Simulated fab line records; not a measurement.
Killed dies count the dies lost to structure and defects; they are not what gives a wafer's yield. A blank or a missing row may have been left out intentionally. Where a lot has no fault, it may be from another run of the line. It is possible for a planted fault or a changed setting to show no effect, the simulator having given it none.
Chamber matching -- flow nandHarc -- NHARC_A_SLIT_ETCH_29 on rieDiel-05: 4 sister chambers
The step etches the open film in CF4/O2, target depth 100 nm, overetch 10 nm, time 55 s. 18 wafers are shown with their chamber, then 9 later ones without.

## WAFERS WITH THEIR CHAMBER
wafer,chamber,drypumpMotorCurrentA (A),oesProductAu (a.u.),rfVppV (V)
L077.1,0,4.8,0.999,198.1
L077.2,3,6.6,0.995,197.3
L077.6,2,5.5,1.008,197.2
L076.1,3,6.6,1.003,197.7
L076.3,0,4.8,1.015,196.8
L076.5,2,5.5,1.008,199.8
L082.1,2,5.6,1.010,198.5
L082.3,0,4.8,1.003,197.7
L082.6,2,5.6,1.004,199.9
L083.1,3,6.6,0.985,196.8
L083.4,0,4.9,0.991,196.2
L083.5,2,5.6,1.004,198.3
L084.3,3,6.6,0.994,196.4
L084.4,0,4.8,1.006,196.1
L084.6,3,6.6,0.997,195.9
L088.4,2,5.5,1.009,199.3
L088.5,1,5.7,1.009,197.6
L088.6,2,5.6,1.009,198.4

SIGNATURES (means of the wafers above)
reading,chamber 0,chamber 1,chamber 2,chamber 3,scatter within a chamber
drypumpMotorCurrentA,4.820,5.700,5.557,6.600,0.0424
oesProductAu,1.00280,1.00900,1.00743,0.99480,0.00608
rfVppV,196.980,197.600,198.771,196.820,0.875
Rule: distance of a wafer from a chamber = root of the sum over the readings of ((wafer's reading minus chamber's mean) / reading's scatter) squared. The wafer belongs to the nearest chamber; if the next one is less than 2 further off, it can't be placed. The scatter is the square root of a quotient: the sum, over the shown wafers, of each reading's squared deviation from its chamber's mean, divided by wafers minus chambers.

## WAFERS WHOSE CHAMBER IS MISSING
wafer,drypumpMotorCurrentA (A),oesProductAu (a.u.),rfVppV (V)
L089.4,6.6,0.996,197.7
L089.5,4.8,1.007,195.8
L089.6,6.6,0.996,198.2
L092.3,4.8,0.984,196.0
L092.5,4.8,0.992,196.9
L092.6,5.6,0.994,197.0
L094.2,4.9,0.994,198.3
L094.4,5.6,1.001,200.2
L094.6,5.5,1.009,200.2

## WHICH CHAMBER EACH ONE RAN IN
wafer,from the rows above,in truth
L089.4,3,3
L089.5,0,0
L089.6,3,3
L092.3,0,0
L092.5,0,0
L092.6,can't be placed: 2 or 1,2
L094.2,0,0
L094.4,can't be placed: 2 or 1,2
L094.6,2,2
7 of 9 placed correctly. Unplaceable from these rows: 2, with the true chamber sitting among the candidates in 2. Wrongly placed: 0.
